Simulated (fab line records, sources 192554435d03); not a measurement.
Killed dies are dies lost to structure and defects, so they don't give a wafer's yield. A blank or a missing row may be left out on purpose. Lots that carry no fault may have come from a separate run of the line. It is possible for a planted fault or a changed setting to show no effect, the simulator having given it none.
fab line records / flow n5Finfet
[record] lots = 4 wafers = 11 lastDay = 16
route steps=1938 shown BEOL_M4@1105 BEOL_M5@1112
lots that met no fault: from a run of the same line without faults
startH: start of the lot's first displayed wafer, in hours after the record's first day / waitH: hours elapsed since this lot's preceding step / " same as the row above / L1.1+2: a single row standing in for several wafers / - no value, or no start given / * or withheld: withheld / < > ~ a bound
route shown NAME@n: names a module that has steps shown in the file, with the first one's number in the route / usual: mean/standard deviation taken from wafers without a fault / same: alike in all rows / chamber/n: place in a boat / sites: readings site by site / _std_site: standard deviation of those values / _edge_site: mean of outer sites minus mean of inner sites / radiusMm: for every site, how far away it sits from the centre of the wafer / mask NAME#n: copy n / behind: the tool/chamber that last shaped the wafer / hold: reason for holding the lot/hours on hold/outcome of the hold / device: transistor that didn't switch, given as n, p or np / end of line: the route-end tests of the same wafers / step lacking rows: just its recipe / killed: at the first sort, the dies lost to defects and structure; wafer yield is something else / map: a wafer's dies, marking killed ones x, the rest . and places with no die _
set.NAME: the setting as run; set.NAME@STEP: as run at that earlier step / model.NAME: the simulator's own value behind a step, which no gauge read
lots at some steps of the route; a table a step, a row a wafer
services: from which hour (startH, from the record's first day; less than 0 if before it) a tool's chamber was out of use, for how many hours, and why
[[steps]]
[step N5_BEOL_M4_PRE_CLEAN_60]
[recipe] gas = NH3/H2 timeS = 15 tempC = * rfPowerW = 300
[step N5_BEOL_M4_CO_CAP_55]
[recipe] material = Co targetThkA = 20 tempC = 200 precursor = CCTBA/H2 pressureTorr = 30 timeS = 102.1
[step N5_BEOL_M4_PRE_CLEAN_56]
[recipe] gas = NH3 timeS = 15 tempC = withheld rfPowerW = 300
[step N5_BEOL_M4_DEP_57]
[recipe] material = SiCN targetThkA = 80 tempC = withheld precursor = 3MS/NH3 pressureTorr = 3 rfW = 202 timeS = 14
[step N5_BEOL_M5_ILD_DEP_00]
[recipe] material = SiCOH_lowk targetThkA = 1406.4 tempC = 300 precursor = DEMS/porogen pressureTorr = 5 rfW = 500 timeS = 25.9
[step N5_BEOL_M5_CURE_79]
[recipe] tempC = 385 timeS = 240 ambient = He/Ar material = SiCOH_lowk
[step N5_BEOL_M5_PECVD_70]
[recipe] material = SiO2 targetThkA = 160 tempC = 400 precursor = TEOS/O2 pressureTorr = 5.5 rfW = 450 teosFlowSccm = 53.8 gas = O2 flowSccm = 3000 timeS = 18
[step N5_BEOL_M5_HM_DEP_02]
[recipe] material = TiN targetThkA = 200 tempC = 25 chamberPressurePa = 0.49996
[usual] throttleValvePct = 29.8/1.1
lot.wafer=L106.1 tool=pvdSputter-01 chamber=- startH=192.62 waitH=1.6 throttleValvePct=29.6 model.TiN_of_BEOL_M5_HM_DEP_02.thkNm=19.8
lot.wafer=L106.2 tool=pvdSputter-01 chamber=- startH=192.62 waitH=1.6 throttleValvePct=28.4 model.TiN_of_BEOL_M5_HM_DEP_02.thkNm=20
lot.wafer=L109.2 tool=pvdSputter-01 chamber=- startH=196.30 waitH=1.3 throttleValvePct=28.3 model.TiN_of_BEOL_M5_HM_DEP_02.thkNm=20
lot.wafer=L109.5 tool=pvdSputter-01 chamber=- startH=196.30 waitH=1.3 throttleValvePct=28.6 model.TiN_of_BEOL_M5_HM_DEP_02.thkNm=20
lot.wafer=L109.6 tool=pvdSputter-01 chamber=- startH=196.30 waitH=1.3 throttleValvePct=29.6 model.TiN_of_BEOL_M5_HM_DEP_02.thkNm=8
lot.wafer=L113.1 tool=pvdSputter-01 chamber=- startH=224.26 waitH=1.0 throttleValvePct=29.2 model.TiN_of_BEOL_M5_HM_DEP_02.thkNm=7.8
lot.wafer=L113.4 tool=pvdSputter-01 chamber=- startH=224.26 waitH=1.0 throttleValvePct=29.6 model.TiN_of_BEOL_M5_HM_DEP_02.thkNm=20
lot.wafer=L113.5 tool=pvdSputter-01 chamber=- startH=224.26 waitH=1.0 throttleValvePct=29.2 model.TiN_of_BEOL_M5_HM_DEP_02.thkNm=19.8
lot.wafer=L124.1 tool=pvdSputter-02 chamber=- startH=288.08 waitH=0.5 throttleValvePct=30.3 model.TiN_of_BEOL_M5_HM_DEP_02.thkNm=20.4
lot.wafer=L124.3 tool=pvdSputter-02 chamber=- startH=288.08 waitH=0.5 throttleValvePct=30.1 model.TiN_of_BEOL_M5_HM_DEP_02.thkNm=20.2
lot.wafer=L124.4 tool=pvdSputter-02 chamber=- startH=288.08 waitH=0.5 throttleValvePct=28.1 model.TiN_of_BEOL_M5_HM_DEP_02.thkNm=20
[step N5_BEOL_M5_COAT_59]
[recipe] resist = SOC tempC = 250 timeS = 60 spinRpm = 1500 resistThkNm = 60
[step N5_BEOL_M5_COAT_60]
[recipe] resist = SiARC tempC = 220 timeS = 60 spinRpm = 1500 resistThkNm = 12
[step N5_BEOL_M5_COAT_71]
[recipe] resist = underlayer tempC = 205 timeS = 60 spinRpm = 1500 resistThkNm = 5
[step N5_BEOL_M5_COAT_05]
[recipe] resist = CAR-EUV spinRpm = 1500 resistThkNm = 30
[step N5_BEOL_M5_EBR_07]
[recipe] solvent = PGMEA ebrWidthMm = 1.5
[step N5_BEOL_M5_SOFTBAKE_06]
[recipe] tempC = 110 timeS = 60 resist = CAR-EUV
[step N5_BEOL_M5_EXPOSE_08]
[recipe] maskId = M5 na = 0.33 sourceShape = annular sigmaInner = 0.4 sigmaOuter = 0.8 polarization = unpolarized targetCdNm = 28 doseMj = 35.75
[step N5_BEOL_M5_PEB_09]
[recipe] pebTempC = 100 pebTimeS = 60 resist = CAR-EUV
[step N5_BEOL_M5_DEVELOP_10]
[recipe] developTimeS = 30 developer = TMAH resist = CAR-EUV rinseLiquid = surfactantRinse dry = airSpin devTempC = 23
[step N5_BEOL_M5_DESCUM_16]
[recipe] chemistry = O2 timeS = 7 sourcePowerW = 50 biasPowerW = 20 pressureMtorr = 20 rfFrequencyHz = 2.712e+07 tempC = 40 resist = CAR-EUV o2FlowSccm = 225
[step N5_BEOL_M5_ETCH_72]
[recipe] chemistry = N2/H2 target = underlayer targetDepthA = 65 maskMaterial = CAR-EUV timeS = 5.2 ionEnergyEv = 200 pressureMtorr = 30 sourceW = 840 biasW = 150 n2FlowSccm = 200 h2FlowSccm = 200 ends = cleared
[step N5_BEOL_M5_ETCH_61]
[recipe] chemistry = CF4 target = SiARC targetDepthA = 156 maskMaterial = CAR-EUV timeS = 26 ionEnergyEv = 80 pressureMtorr = 40 sourceW = 545 biasW = 36 Ar_flow_sccm = 100 cf4FlowSccm = 100 ends = cleared
[step N5_BEOL_M5_ETCH_62]
[recipe] chemistry = N2/H2 target = SOC targetDepthA = 750 overetchA = 150 maskMaterial = SiARC tempC = 40 timeS = 112.5 ionEnergyEv = 200 pressureMtorr = 30 sourceW = 840 biasW = 150 n2FlowSccm = 200 h2FlowSccm = 200
[step N5_BEOL_M5_STRIP_63]
[recipe] chemistry = N2/H2 tempC = 40 n2FlowSccm = 200 h2FlowSccm = 200 rfFrequencyHz = 6e+07
[step N5_BEOL_M5_STRIP_73]
[recipe] chemistry = N2/H2 tempC = 40 n2FlowSccm = 200 h2FlowSccm = 200 rfFrequencyHz = 6e+07
[step N5_BEOL_M5_STRIP_64]
[recipe] chemistry = CF4 resist = SiARC powerW = 300 biasPowerW = 75 pressureMtorr = 50 cf4FlowSccm = 150 rfFrequencyHz = 6e+07
[step N5_BEOL_M5_HM_OPEN_17]
[recipe] chemistry = Cl2/BCl3 targetDepthA = 200 overetchA = 60 target = TiN maskMaterial = SOC ionEnergyEv = 150 pressureMtorr = 10 icpW = 1000 biasW = 126 Cl2_flow_sccm = 53.25 bcl3FlowSccm = 21.75 Ar_flow_sccm = 25
[usual] drypumpMotorCurrentA = 5.93/0.27 oesProductAu = 0.68/0.054 throttleValvePct = 22.25/0.18
lot.wafer=L106.1 tool=rieMetal-01 chamber=0 startH=193.57 waitH=0.0 drypumpMotorCurrentA=6.31 oesProductAu=0.73 rfHoursCounterH=16 throttleValvePct=22.29 model.etch.depthNm=19.8
lot.wafer=L106.2 tool=rieMetal-01 chamber=1 startH=193.57 waitH=0.0 drypumpMotorCurrentA=6.02 oesProductAu=0.64 rfHoursCounterH=49 throttleValvePct=22.11 model.etch.depthNm=19.91
lot.wafer=L109.2 tool=rieMetal-01 chamber=1 startH=197.10 waitH=0.0 drypumpMotorCurrentA=6.01 oesProductAu=0.65 rfHoursCounterH=49 throttleValvePct=22.13 model.etch.depthNm=20.05
lot.wafer=L109.5 tool=rieMetal-01 chamber=1 startH=197.10 waitH=0.0 drypumpMotorCurrentA=6.03 oesProductAu=0.65 rfHoursCounterH=- throttleValvePct=22.12 model.etch.depthNm=20.1
lot.wafer=L109.6 tool=rieMetal-01 chamber=0 startH=197.10 waitH=0.0 drypumpMotorCurrentA=6.31 oesProductAu=0.49 rfHoursCounterH=- throttleValvePct=22.70 model.etch.depthNm=8.076
lot.wafer=L113.1 tool=rieMetal-01 chamber=0 startH=225.15 waitH=0.0 drypumpMotorCurrentA=6.31 oesProductAu=0.47 rfHoursCounterH=19 throttleValvePct=22.69 model.etch.depthNm=7.714
lot.wafer=L113.4 tool=rieMetal-01 chamber=1 startH=225.15 waitH=0.0 drypumpMotorCurrentA=6.05 oesProductAu=0.65 rfHoursCounterH=- throttleValvePct=22.12 model.etch.depthNm=19.97
lot.wafer=L113.5 tool=rieMetal-01 chamber=0 startH=225.15 waitH=0.0 drypumpMotorCurrentA=6.31 oesProductAu=0.72 rfHoursCounterH=- throttleValvePct=22.28 model.etch.depthNm=19.84
lot.wafer=L124.1 tool=rieMetal-01 chamber=0 startH=288.97 waitH=0.0 drypumpMotorCurrentA=6.30 oesProductAu=0.71 rfHoursCounterH=24 throttleValvePct=22.30 model.etch.depthNm=20.41
lot.wafer=L124.3 tool=rieMetal-01 chamber=0 startH=288.97 waitH=0.0 drypumpMotorCurrentA=6.31 oesProductAu=0.71 rfHoursCounterH=- throttleValvePct=22.30 model.etch.depthNm=20.24
lot.wafer=L124.4 tool=rieMetal-01 chamber=1 startH=288.97 waitH=0.0 drypumpMotorCurrentA=6.01 oesProductAu=0.63 rfHoursCounterH=- throttleValvePct=22.13 model.etch.depthNm=20
[step N5_BEOL_M5_STRIP_19]
[recipe] chemistry = O2 powerW = 400 tempC = 40 pressureMtorr = 30 rfFrequencyHz = 6e+07 biasPowerW = 0 overashFraction = 0.2 o2FlowSccm = 225
[step N5_BEOL_M5_COAT_65]
[recipe] resist = SOC tempC = 250 timeS = 60 spinRpm = 1500 resistThkNm = 60
[step N5_BEOL_M5_COAT_66]
[recipe] resist = SiARC tempC = 220 timeS = 60 spinRpm = 1500 resistThkNm = 12
[step N5_BEOL_M5_COAT_74]
[recipe] resist = underlayer tempC = 205 timeS = 60 spinRpm = 1500 resistThkNm = 5
[step N5_BEOL_M5_COAT_22]
[recipe] resist = CAR-EUV spinRpm = 1500 resistThkNm = 30
[step N5_BEOL_M5_EBR_24]
[recipe] solvent = PGMEA ebrWidthMm = 1.5
[step N5_BEOL_M5_SOFTBAKE_23]
[recipe] tempC = 110 timeS = 60 resist = CAR-EUV
[step N5_BEOL_M5_EXPOSE_25]
[recipe] maskId = V4 na = 0.33 sourceShape = quasar sigmaInner = 0.2 sigmaOuter = 0.6 polarization = unpolarized defocusNm = 10 doseMj = 52.75
[step N5_BEOL_M5_TRENCH_ETCH_37]
[recipe] chemistry = C4F6/O2 targetDepthA = 716.52 target = SiCOH_lowk timeS = 24.7 ionEnergyEv = 250 pressureMtorr = 30 sourceW = 345 biasW = 185 Ar_flow_sccm = 300 C4F6_flow_sccm = 10 O2_flow_sccm = 10
[usual] drypumpMotorCurrentA = 5.6/0.5 oesProductAu = 0.80/0.093 rfVppV = 654/14 showerheadPlenumPTorr = 2.82/0.12 throttleValvePct = 20.99/0.25
lot.wafer=L106.1 tool=rieDiel-03 chamber=2 startH=- waitH=- drypumpMotorCurrentA=5.3 oesProductAu=0.84 rfHoursCounterH=50 rfVppV=662 showerheadPlenumPTorr=2.78 throttleValvePct=20.99 model.TiN_of_BEOL_M5_HM_DEP_02.thkNm=17.8 model.BEOL_M5.cdNm=28
lot.wafer=L106.2 tool=rieDiel-03 chamber=3 startH=- waitH=- drypumpMotorCurrentA=6.5 oesProductAu=0.69 rfHoursCounterH=239 rfVppV=637 showerheadPlenumPTorr=2.67 throttleValvePct=20.82 model.TiN_of_BEOL_M5_HM_DEP_02.thkNm=17.8 model.BEOL_M5.cdNm=28
lot.wafer=L109.2 tool=rieDiel-06 chamber=1 startH=- waitH=- drypumpMotorCurrentA=5.4 oesProductAu=0.79 rfHoursCounterH=103 rfVppV=648 showerheadPlenumPTorr=3.00 throttleValvePct=20.89 model.TiN_of_BEOL_M5_HM_DEP_02.thkNm=18 model.BEOL_M5.cdNm=28
lot.wafer=L109.5 tool=rieDiel-06 chamber=2 startH=- waitH=- drypumpMotorCurrentA=4.7 oesProductAu=0.68 rfHoursCounterH=- rfVppV=649 showerheadPlenumPTorr=2.83 throttleValvePct=21.34 model.TiN_of_BEOL_M5_HM_DEP_02.thkNm=18.2 model.BEOL_M5.cdNm=27.8
lot.wafer=L109.6 tool=rieDiel-06 chamber=1 startH=- waitH=- drypumpMotorCurrentA=5.4 oesProductAu=0.79 rfHoursCounterH=- rfVppV=648 showerheadPlenumPTorr=3.00 throttleValvePct=20.88 model.TiN_of_BEOL_M5_HM_DEP_02.thkNm=6 model.BEOL_M5.cdNm=29
lot.wafer=L113.1 tool=rieDiel-02 chamber=3 startH=- waitH=- drypumpMotorCurrentA=6.0 oesProductAu=0.93 rfHoursCounterH=15 rfVppV=679 showerheadPlenumPTorr=2.96 throttleValvePct=20.88 model.TiN_of_BEOL_M5_HM_DEP_02.thkNm=5.6 model.BEOL_M5.cdNm=28.4
lot.wafer=L113.4 tool=rieDiel-02 chamber=2 startH=- waitH=- drypumpMotorCurrentA=5.6 oesProductAu=0.81 rfHoursCounterH=89 rfVppV=643 showerheadPlenumPTorr=2.75 throttleValvePct=20.89 model.TiN_of_BEOL_M5_HM_DEP_02.thkNm=18 model.BEOL_M5.cdNm=28
lot.wafer=L113.5 tool=rieDiel-02 chamber=3 startH=- waitH=- drypumpMotorCurrentA=6.0 oesProductAu=0.93 rfHoursCounterH=- rfVppV=679 showerheadPlenumPTorr=2.96 throttleValvePct=20.87 model.TiN_of_BEOL_M5_HM_DEP_02.thkNm=17.8 model.BEOL_M5.cdNm=27.8
lot.wafer=L124.1 tool=rieDiel-03 chamber=2 startH=- waitH=- drypumpMotorCurrentA=5.3 oesProductAu=0.80 rfHoursCounterH=88 rfVppV=663 showerheadPlenumPTorr=2.76 throttleValvePct=21.07 model.TiN_of_BEOL_M5_HM_DEP_02.thkNm=18.4 model.BEOL_M5.cdNm=27.6
lot.wafer=L124.3 tool=rieDiel-03 chamber=0 startH=- waitH=- drypumpMotorCurrentA=6.0 oesProductAu=0.68 rfHoursCounterH=221 rfVppV=647 showerheadPlenumPTorr=2.94 throttleValvePct=20.86 model.TiN_of_BEOL_M5_HM_DEP_02.thkNm=18.2 model.BEOL_M5.cdNm=27.8
lot.wafer=L124.4 tool=rieDiel-03 chamber=1 startH=- waitH=- drypumpMotorCurrentA=5.0 oesProductAu=0.82 rfHoursCounterH=72 rfVppV=647 showerheadPlenumPTorr=3.00 throttleValvePct=20.72 model.TiN_of_BEOL_M5_HM_DEP_02.thkNm=18 model.BEOL_M5.cdNm=28.2
[[services]]
tool=rieDiel-02 chamber=1 startH=245.26 hours=- kind=clean
tool=rieDiel-02 chamber=1 startH=245.26 hours=- kind=consumableReplace:focusRing
tool=rieDiel-02 chamber=1 startH=245.26 hours=17.8 kind=scheduledDown
tool=rieDiel-02 chamber=1 startH=245.26 hours=17.8 kind=ventCycle
tool=rieDiel-03 chamber=3 startH=257.80 hours=- kind=clean
tool=rieDiel-03 chamber=3 startH=257.80 hours=- kind=consumableReplace:focusRing
tool=rieDiel-03 chamber=3 startH=257.80 hours=- kind=consumableReplace:showerhead
tool=rieDiel-06 chamber=2 startH=262.16 hours=- kind=clean
tool=rieDiel-06 chamber=2 startH=262.16 hours=- kind=consumableReplace:focusRing
tool=rieDiel-06 chamber=2 startH=262.16 hours=25.1 kind=scheduledDown
tool=rieDiel-06 chamber=2 startH=262.16 hours=25.1 kind=ventCycle
tool=rieDiel-03 chamber=0 startH=274.83 hours=3.8 kind=repair
tool=rieDiel-06 chamber=3 startH=276.39 hours=6.5 kind=repair
tool=rieDiel-02 chamber=3 startH=277.39 hours=11.6 kind=repair
tool=rieDiel-06 chamber=0 startH=287.31 hours=- kind=clean
tool=rieDiel-06 chamber=0 startH=287.31 hours=- kind=consumableReplace:focusRing
tool=rieDiel-06 chamber=0 startH=287.31 hours=- kind=consumableReplace:showerhead
tool=rieDiel-06 chamber=0 startH=287.31 hours=19.2 kind=scheduledDown
tool=rieDiel-06 chamber=0 startH=287.31 hours=19.2 kind=ventCycle
tool=rieDiel-06 chamber=3 startH=289.56 hours=18.8 kind=repair
[[key]]
[firstSign] step = N5_BEOL_M5_HM_OPEN_17 reading = oesProductAu direction = down sigmas = 3.7 usual = 0.68 struck = 0.48
effect none on later readings
[modelEffect] step = N5_BEOL_M5_HM_DEP_02 value = TiN_of_BEOL_M5_HM_DEP_02.thkNm without = 20 struck = 7.9
[modelEffect] step = N5_BEOL_M5_HM_OPEN_17 value = etch.depthNm without = 19.96 struck = 7.895
[modelEffect] step = N5_BEOL_M5_TRENCH_ETCH_37 value = TiN_of_BEOL_M5_HM_DEP_02.thkNm without = 17.9 struck = 5.8
metAt N5_BEOL_M5_HM_DEP_02
struckWafers L109.6,L113.1
onsetBetween 192.62 196.30
[fault] kind = processParameterDrift tool = pvdSputter-01 chamber = - onsetH = 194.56 steps = N5_BEOL_M5_HM_DEP_02 channel = targetThkA offset = * shape = step endH = 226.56 scope = struckWafersOnly actsIn = * stated = *
